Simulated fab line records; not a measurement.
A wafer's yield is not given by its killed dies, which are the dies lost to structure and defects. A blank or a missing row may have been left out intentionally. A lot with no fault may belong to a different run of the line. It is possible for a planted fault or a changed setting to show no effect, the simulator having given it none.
Split-lot trial + flow n5Finfet + on a route of 1938 steps: 7 lots, 39 wafers read

## ABOUT THE SPLIT
At N5_BEOL_M4_TRENCH_ETCH_37 (etches SiOC in C4F6/O2, target depth 55.555 nm, time 29.2 s), the setting timeS was moved away from the recipe's 29.2 s on 15 of the 39 wafers read, by -57.4% to +42.4%. The other wafers ran this setting at the recipe's value.

## FROM THE SPLIT TO THE READING: what the file shows between them, 8 steps
- N5_BEOL_M4_ETCH_41: etches SiCN in CH3F/O2, target depth 29.9 nm, time 52.5 s
- N5_BEOL_M4_STRIP_97: strips in N2/H2, time 10 s
- N5_BEOL_M4_OCD_MEAS_38
- N5_BEOL_M4_HM_STRIP_39: strips TiN in peroxide tin strip, target depth 25 nm, time 158 s
- N5_BEOL_M4_SRD_40: time 30 s
- N5_BEOL_M4_ECD_50: material Cu, target thk 300 nm
- N5_BEOL_M4_ANNEAL_51: time 90 s
- N5_BEOL_M4_CMP_52: polishes, stops on SiOC, t overpolish 6.8 s, target thk 40 nm

## THE READING
M4_THK, in nm, at N5_BEOL_M4_THK_MEAS_53 (measures by xrf). Typical for fault-free wafers on this fab line: 39.0 nm, with standard deviation 1.9 nm.

| wafer  | tool, chamber at the split | timeS as run, s | against the recipe | M4_THK, nm | against lot-mates on the recipe |
|--------|----------------------------|-----------------|--------------------|------------|---------------------------------|
| L074.1 | rieDiel-02, 2              | 29.2            | recipe             | 38.7       | -                               |
| L074.2 | rieDiel-02, 0              | 29.2            | recipe             | 38.9       | -                               |
| L074.3 | rieDiel-02, 1              | 29.2            | recipe             | 36.8       | -                               |
| L074.4 | rieDiel-02, 3              | 29.2            | recipe             | 42.0       | -                               |
| L074.5 | rieDiel-02, 3              | 29.2            | recipe             | 41.6       | -                               |
| L074.6 | rieDiel-02, 0              | 29.2            | recipe             | 39.6       | -                               |
| L075.2 | rieDiel-05, 3              | 29.2            | recipe             | 36.8       | -                               |
| L075.4 | rieDiel-05, 0              | 29.2            | recipe             | 38.1       | -                               |
| L075.6 | rieDiel-05, 0              | 29.2            | recipe             | 38.0       | -                               |
| L083.1 | rieDiel-02, 3              | 22.28           | -23.7%             | 27.8       | -11.7                           |
| L083.2 | rieDiel-02, 1              | 22.28           | -23.7%             | 24.6       | -14.9                           |
| L083.3 | rieDiel-02, 1              | 29.2            | recipe             | 38.2       | -                               |
| L083.4 | rieDiel-02, 3              | 22.28           | -23.7%             | 27.8       | -11.7                           |
| L083.5 | rieDiel-02, 3              | 29.2            | recipe             | 40.3       | -                               |
| L083.6 | rieDiel-02, 1              | 29.2            | recipe             | 40.0       | -                               |
| L085.1 | rieDiel-02, 0              | 41.57           | +42.4%             | 63.5       | +24.7                           |
| L085.2 | rieDiel-02, 2              | 41.57           | +42.4%             | 62.3       | +23.5                           |
| L085.3 | rieDiel-02, 1              | 29.2            | recipe             | 40.3       | -                               |
| L085.4 | rieDiel-02, 1              | 29.2            | recipe             | 38.4       | -                               |
| L085.5 | rieDiel-02, 2              | 29.2            | recipe             | 37.6       | -                               |
| L085.6 | rieDiel-02, 0              | 41.57           | +42.4%             | 64.0       | +25.2                           |
| L086.1 | rieDiel-02, 0              | 12.45           | -57.4%             | 6.8        | -31.0                           |
| L086.2 | rieDiel-02, 2              | 29.2            | recipe             | 35.6       | -                               |
| L086.3 | rieDiel-02, 1              | 29.2            | recipe             | 39.1       | -                               |
| L086.4 | rieDiel-02, 2              | 29.2            | recipe             | 38.7       | -                               |
| L086.5 | rieDiel-02, 0              | 12.45           | -57.4%             | 6.0        | -31.8                           |
| L086.6 | rieDiel-02, 1              | 12.45           | -57.4%             | 7.7        | -30.1                           |
| L090.1 | rieDiel-01, 2              | 29.2            | recipe             | 37.9       | -                               |
| L090.2 | rieDiel-01, 1              | 29.2            | recipe             | 42.5       | -                               |
| L090.3 | rieDiel-01, 3              | 37.65           | +28.9%             | 57.3       | +17.2                           |
| L090.4 | rieDiel-01, 0              | 37.65           | +28.9%             | 56.8       | +16.7                           |
| L090.5 | rieDiel-01, 2              | 37.65           | +28.9%             | 54.0       | +13.9                           |
| L090.6 | rieDiel-01, 3              | 29.2            | recipe             | 39.9       | -                               |
| L089.1 | rieDiel-01, 2              | 17.64           | -39.6%             | 13.7       | -24.1                           |
| L089.2 | rieDiel-01, 3              | 17.64           | -39.6%             | 15.6       | -22.2                           |
| L089.3 | rieDiel-01, 0              | 17.64           | -39.6%             | 17.9       | -19.9                           |
| L089.4 | rieDiel-01, 3              | 29.2            | recipe             | 37.7       | -                               |
| L089.5 | rieDiel-01, 2              | 29.2            | recipe             | 37.5       | -                               |
| L089.6 | rieDiel-01, 0              | 29.2            | recipe             | 38.2       | -                               |

FIT RESULTS
A straight line over all 39 wafers: M4_THK changes by +0.569 nm for each +1% of timeS; r = +0.99; the points scatter about the line by 1.6 nm.
The same after taking each lot's own level away (the mean of its wafers on the recipe; 39 wafers): +0.554 nm for each +1%; r = +0.99; scatter 1.4 nm.
That fit puts the effect of the largest move of timeS on the reading at 32 nm.
Measured against the standard deviation above, the lots' own levels, which go from 37.63 to 40.10 nm, span 1.3 times it.
The two slopes agree, so the slope changes little with the lot-to-lot level.
Check: with one of the wafers moved furthest among these (-57.4%) left out of the fit, the line predicts -31.7 nm for it against its lot-mates. It came out at -31 nm against them.

## THESE WAFERS: OTHER SPLITS
Note: prior to the reading, these wafers also went through further splits. Each is held against what the fit with the lots' levels taken away leaves over:
| other split on the same wafers        | wafers away from the commonest value | r with M4_THK (lot level and that fit taken away) |
|---------------------------------------|--------------------------------------|---------------------------------------------------|
| N5_MOL_CONTACT_COAG_ALD_133 aldCycles | 9                                    | -0.19                                             |
| N5_BEOL_M0_SAQP_ALD_48 aldCycles      | 9                                    | -0.10                                             |

## THE WHOLE CHAIN: every reading that the file lists as answering this split, in the file's order
| step                      | what it does                                                  | reading                                                                         | change (the file's fit)                | r (the file's) |
|---------------------------|---------------------------------------------------------------|---------------------------------------------------------------------------------|----------------------------------------|----------------|
| N5_BEOL_M4_TRENCH_ETCH_37 | etches SiOC in C4F6/O2, target depth 55.555 nm, time 29.2 s   | etch.depthNm (the simulator's own value, which no gauge read)                   | +0.552 nm for each +1% of the setting  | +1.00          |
| N5_BEOL_M4_TRENCH_ETCH_37 | etches SiOC in C4F6/O2, target depth 55.555 nm, time 29.2 s   | BEOL_M4.featureDepthNm (the simulator's own value, which no gauge read)         | +0.551 nm for each +1% of the setting  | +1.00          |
| N5_BEOL_M4_TRENCH_ETCH_37 | etches SiOC in C4F6/O2, target depth 55.555 nm, time 29.2 s   | TiN_of_BEOL_M4_HM_DEP_02.thkNm (the simulator's own value, which no gauge read) | -0.0206 nm for each +1% of the setting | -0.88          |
| N5_BEOL_M4_OCD_MEAS_38    |                                                               | trenchDepthNm                                                                   | +0.561 nm for each +1% of the setting  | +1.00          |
| N5_BEOL_M4_CMP_52         | polishes, stops on SiOC, t overpolish 6.8 s, target thk 40 nm | Cu_of_BEOL_M4_ECD_50.thkNm (the simulator's own value, which no gauge read)     | +0.556 nm for each +1% of the setting  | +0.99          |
| N5_BEOL_M4_THK_MEAS_53    | measures by xrf                                               | M4_THK                                                                          | +0.553 for each +1% of the setting     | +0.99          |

## THE FILE'S OWN FIT
M4_THK changes by +0.553 nm for each +1% of timeS, r = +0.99.
